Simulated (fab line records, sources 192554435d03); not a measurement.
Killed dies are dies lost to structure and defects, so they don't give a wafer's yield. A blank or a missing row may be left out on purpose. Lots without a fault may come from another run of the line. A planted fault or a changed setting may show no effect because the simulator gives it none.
fab line records | flow n5_finfet | part 2 of 2: steps 17 to 27 of 27
record lots=5 wafers=15 last_day=17
route steps=1938 shown FIN_CUT@162 STI_FIN_REVEAL@183
lots that met no fault: from a run of the same line without faults
start_h: hours from the record's first day to the start of the lot's first wafer shown | wait_h: hours since the lot's step before | " the same as in the row above | L1.1+2: a row that stands for several wafers | - no value, or no start given | * or withheld: withheld | < > ~ a bound
route shown NAME@n: a module of which the file shows steps, and the number in the route of the first | usual: mean/standard deviation of fault-free wafers | same: alike in all rows | chamber/n: place in a boat | sites: the reading at each site | _std_site: their standard deviation | _edge_site: outer sites' mean less inner sites' | radius_mm: how far each site lies from the wafer's centre | mask NAME#n: copy n | behind: the tool/chamber that last shaped the wafer | hold: why the lot was held/for how many hours/how that ended | device: the transistor (n, p or np) that didn't switch | end of line: the same wafers' tests at the end of the route | a step without rows: its recipe alone | killed: dies lost to structure and defects at the first sort, not the wafer's yield | map: a wafer's dies, x killed, . not, _ none there
set.NAME: the setting as run; set.NAME@STEP: as run at that earlier step | model.NAME: the simulator's own value behind a step, which no gauge read
lots at some steps of the route; a table a step, a row a wafer
services: from which hour (start_h, from the record's first day; less than 0 if before it) a tool's chamber was out of use, for how many hours, and why
## steps
# step N5_FIN_CUT_STRIP_22
# recipe chemistry=N2/H2 power_w=500 temp_c=40 pressure_mtorr=50 rf_frequency_hz=6e+07 overash_fraction=0.3 bias_power_w=8 h2_frac=0.5 n2_flow_sccm=300 h2_flow_sccm=300
# usual drypump_motor_current_A=5.5/0.4 oes_product_au=0.78/0.074 rf_vpp_V=54.1/2.2 showerhead_plenum_p_Torr=3.35/0.069 throttle_valve_pct=18.87/0.27
# columns lot.wafer tool chamber start_h wait_h drypump_motor_current_A oes_product_au rf_hours_counter_h rf_vpp_V showerhead_plenum_p_Torr throttle_valve_pct
L078.2 rie_diel-05 1 52.72 0.1 4.9 0.94 23 53.9 3.29 18.44
L078.5 " 2 " " 5.8 0.84 - 53.5 3.40 19.07
L078.6 " 1 " " 5.0 0.90 - 54.6 3.29 18.42
L082.1 rie_diel-05 2 76.43 0.0 5.9 0.84 70 52.4 3.40 19.04
L082.3 " 1 " " 5.0 0.88 29 53.2 3.29 18.44
L082.6 " 3 " " 5.4 0.80 - 54.9 3.38 18.47
L084.1 rie_diel-06 0 87.93 0.1 5.4 0.76 173 54.3 3.35 19.11
L084.5 " 0 " " 5.4 0.75 - 55.8 3.35 19.10
L084.6 " 3 " " 5.2 0.71 - 57.0 3.31 18.96
L085.4 rie_diel-03 2 93.67 0.1 5.8 0.72 159 52.3 3.47 18.57
L085.5 " 2 " " 5.7 0.73 - 55.7 3.47 18.53
L085.6 " 3 " " 5.4 0.78 - 52.9 3.38 19.16
L094.4 rie_diel-06 3 149.76 0.1 5.2 0.69 - 53.8 3.30 19.02
L094.5 " 0 " " 5.4 0.72 - 58.0 3.34 19.20
L094.6 " 2 " " 5.8 0.81 - 50.6 3.39 18.85
# step N5_FIN_CUT_PRECLEAN_36
# recipe chemistry=O3/DIW time_s=60 temp_c=22 o3_ppm=10
# columns lot.wafer tool chamber start_h wait_h
L078.2+5+6 wet_bench-01 7,2,6 52.78 -
L082.1+3+6 wet_bench-04 3,1,4 76.50 -
L084.1+5+6 wet_bench-04 0,4,7 88.00 -
L085.4+5+6 wet_bench-04 3,1,2 93.74 -
L094.4+5+6 wet_bench-04 2,5,1 149.81 -
# step N5_FIN_CUT_SRD_32
# recipe dry=ipa_marangoni time_s=30 temp_c=23 rinse_liquid=diw
# columns lot.wafer tool chamber start_h wait_h
L078.2+5+6 wet_bench-01 7,2,6 52.80 0.0
L082.1+3+6 wet_bench-04 3,1,4 76.52 0.0
L084.1+5+6 wet_bench-04 0,4,7 88.02 0.0
L085.4+5+6 wet_bench-04 3,1,2 93.76 0.0
L094.4+5+6 wet_bench-04 2,5,1 149.83 0.0
# step N5_FIN_CUT_UV_OZONE_34
# recipe time_s=120 pressure_torr=760 temp_c=25
# columns lot.wafer tool chamber start_h wait_h
L078.2+5+6 wet_bench-01 7,2,6 52.82 0.0
L082.1+3+6 wet_bench-04 3,1,4 76.53 0.0
L084.1+5+6 wet_bench-04 0,4,7 88.03 0.0
L085.4+5+6 wet_bench-04 3,1,2 93.77 0.0
L094.4+5+6 wet_bench-04 2,5,1 149.85 0.0
# step N5_FIN_CUT_INSPECT_17
# recipe inspect_instrument=brightfield mode=aei
# usual raw_defect_count=239/58
# columns lot.wafer tool chamber start_h wait_h raw_defect_count
L078.2 defect_inspect-01 - 52.88 0.0 183
L078.5 " - " " 263
L078.6 " - " " 209
L082.1 defect_inspect-01 - 76.59 0.0 207
L082.3 " - " " 210
L082.6 " - " " 204
L084.1 defect_inspect-02 - 88.10 0.0 113
L084.5 " - " " 150
L084.6 " - " " 201
L085.4 defect_inspect-01 - 93.83 0.0 277
L085.5 " - " " 225
L085.6 " - " " 286
L094.4 defect_inspect-02 - 149.90 0.0 194
L094.5 " - " " 251
L094.6 " - " " 188
# step N5_STI_FIN_REVEAL_ALD_00
# recipe material=SiO2 target_thk_a=10 temp_c=300 ald_precursor_family=BDEAS ald_co_reactant=O2-plasma pulse_time_s=1 pressure_torr=2
# usual heater_power_outer_w=280/29 heater_power_w=492/39 precursor_pulse_height_rel=1.002/0.019
# columns lot.wafer tool chamber start_h wait_h heater_power_outer_w heater_power_w precursor_pulse_height_rel
L078.2 ald_sin-04 0 52.91 0.0 249 463 0.991
L078.5 " 0 " " 255 463 0.985
L078.6 " 1 " " 270 520 1.003
L082.1 ald_sin-02 2 76.63 0.0 260 468 1.056
L082.3 " 1 " " 275 464 1.007
L082.6 " 1 " " 272 469 1.003
L084.1 ald_sin-01 2 88.20 0.1 297 503 1.023
L084.5 " 1 " " 317 525 1.006
L084.6 " 2 " " 296 498 1.005
L085.4 ald_sin-04 0 93.87 0.0 246 479 1.006
L085.5 " 1 " " 284 516 1.011
L085.6 " 2 " " 312 545 1.021
L094.4 ald_sin-02 0 150.36 0.5 286 498 1.015
L094.5 " 0 " " 287 490 0.973
L094.6 " 1 " " 293 489 1.018
# step N5_STI_FIN_REVEAL_ALD_14
# recipe material=Si3N4 target_thk_a=30 temp_c=400 ald_precursor_family=SiH2I2 ald_co_reactant=N2/H2-plasma pressure_torr=2
# usual heater_power_outer_w=552/57 heater_power_w=881/70
# columns lot.wafer tool chamber start_h wait_h heater_power_outer_w heater_power_w
L078.2 ald_sin-04 0 52.96 0.0 509 865
L078.5 " 0 " " 493 869
L078.6 " 1 " " 535 901
L082.1 ald_sin-02 2 76.68 0.0 516 821
L082.3 " 1 " " 550 849
L082.6 " 1 " " 558 868
L084.1 ald_sin-01 2 88.25 0.0 585 898
L084.5 " 1 " " 620 924
L084.6 " 2 " " 571 877
L085.4 ald_sin-04 0 93.92 0.0 499 848
L085.5 " 1 " " 541 923
L085.6 " 2 " " 617 980
L094.4 ald_sin-02 0 150.41 0.0 566 867
L094.5 " 0 " " 569 893
L094.6 " 1 " " 589 888
# step N5_STI_FIN_REVEAL_FCVD_FILL_01
# recipe material=SiO2_flowable target_thk_a=3120 temp_c=100 pressure_torr=0.8 rf_w=2000 time_s=512.2
# columns lot.wafer tool chamber start_h wait_h
L078.2+5+6 fcvd-01 1,1,0 53.20 0.1
L082.1+3+6 fcvd-02 0,0,1 76.91 0.1
L084.1+5+6 fcvd-01 1,0,1 88.49 0.1
L085.4+5+6 fcvd-02 0,0,1 94.35 0.3
L094.4+5+6 fcvd-01 1,1,0 150.85 0.3
# step N5_STI_FIN_REVEAL_DENSIFY_02
# recipe temp_c=650 ambient=steam time_s=1800 idle_temp_c=400 densification_p_h2o_torr=640
# columns lot.wafer tool chamber start_h wait_h
L078.2+5+6 furnace-01 0 53.84 0.4
L082.1+3+6 furnace-03 0 77.55 0.4
L084.1+5+6 furnace-03 0 89.12 0.4
L085.4+5+6 furnace-02 0 94.79 0.2
L094.4+5+6 furnace-03 0 151.28 0.2
# step N5_STI_FIN_REVEAL_CMP_04
# recipe stop_on=Si3N4 t_overpolish_s=4 down_force_psi=2 platen_rpm=54.18 post_cmp_clean=alkaline_brush pad_velocity_m_s=1.078 target_thk_nm=131.83
# usual motor_current_A=8.1/0.66 overpolish_run_s=3.999/0.0098 slurry_filter_dp_kPa=13.50/0.13 time_to_endpoint_s=103/3.8
# columns lot.wafer tool chamber start_h wait_h motor_current_A overpolish_run_s slurry_filter_dp_kPa time_to_endpoint_s
L078.2 cmp-04 2 58.00 0.0 8.2 4.010 13.64 105
L078.6 " 2 " " 7.7 4.020 13.53 105
L078.5 " 3 " " 7.8 4.014 13.63 100
L082.3 cmp-04 1 81.75 0.1 8.3 3.988 13.51 101
L082.1 " 3 " " 7.9 4.012 13.25 102
L082.6 " 0 " " 8.5 4.000 13.44 98
L084.1 cmp-04 0 93.39 0.1 8.2 3.995 13.43 102
L084.6 " 0 " " 8.5 4.005 13.34 102
L084.5 " 1 " " 7.7 3.987 13.69 104
L085.4 cmp-04 2 99.07 0.1 8.0 3.986 13.41 101
L085.6 " 3 " " 7.9 4.003 13.38 104
L085.5 " 0 " " 8.3 3.996 13.48 100
L094.4 cmp-04 2 155.54 0.1 7.8 4.005 13.75 106
L094.5 " 0 " " 7.9 3.990 13.38 101
L094.6 " 1 " " 8.3 4.000 13.52 100
# step N5_STI_FIN_REVEAL_THK_MEAS_05
# usual thk_nm=132.1/1.2
# columns lot.wafer tool chamber start_h wait_h thk_nm
L078.2 film_metro-01 - 58.30 - 132.3
L078.5 " - " " 132.8
L078.6 " - " " 132.4
L082.1 film_metro-01 - 82.01 - 131.6
L082.3 " - " " 132.2
L082.6 " - " " 131.5
L084.1 film_metro-02 - 93.68 - 130.8
L084.5 " - " " 131.5
L084.6 " - " " 132.6
L085.4 film_metro-02 - 99.25 - 132.5
L085.5 " - " " 131.5
L085.6 " - " " 131.1
L094.4 film_metro-02 - 155.76 - 132.3
L094.5 " - " " 130.9
L094.6 " - " " 130.6
## services
# columns tool chamber start_h hours kind
ald_sin-04 1 38.41 8.5 repair
rie_diel-06 1 45.23 9.4 repair
rie_si-03 1 52.42 2.1 repair
rie_diel-05 - 53.95 0.3 repair
ald_sin-02 3 59.10 24.9 repair
fcvd-02 - 61.64 0.9 repair
cmp-04 - 69.39 6.2 repair
ald_sin-04 1 77.96 9.3 repair
ald_sin-02 - 85.25 14.0 pm
vapor_etch-02 - 87.54 0.3 repair
ald_sin-01 - 93.32 1.1 repair
vapor_etch-01 - 98.38 0.1 repair
ald_sin-04 - 101.83 6.0 pm
rie_si-03 - 106.36 0.2 repair
rie_si-05 - 108.66 0.3 repair
rie_si-05 3 108.97 2.1 repair
rie_si-05 - 111.27 14.6 pm
ald_sin-04 3 112.23 5.1 repair
fcvd-02 - 120.46 0.6 repair
rie_si-04 0 143.64 3.5 repair
vapor_etch-01 - 144.17 28.1 pm
rie_diel-06 1 144.27 14.9 repair
rie_diel-03 3 152.15 13.5 repair
ald_sin-04 - 154.79 14.6 pm
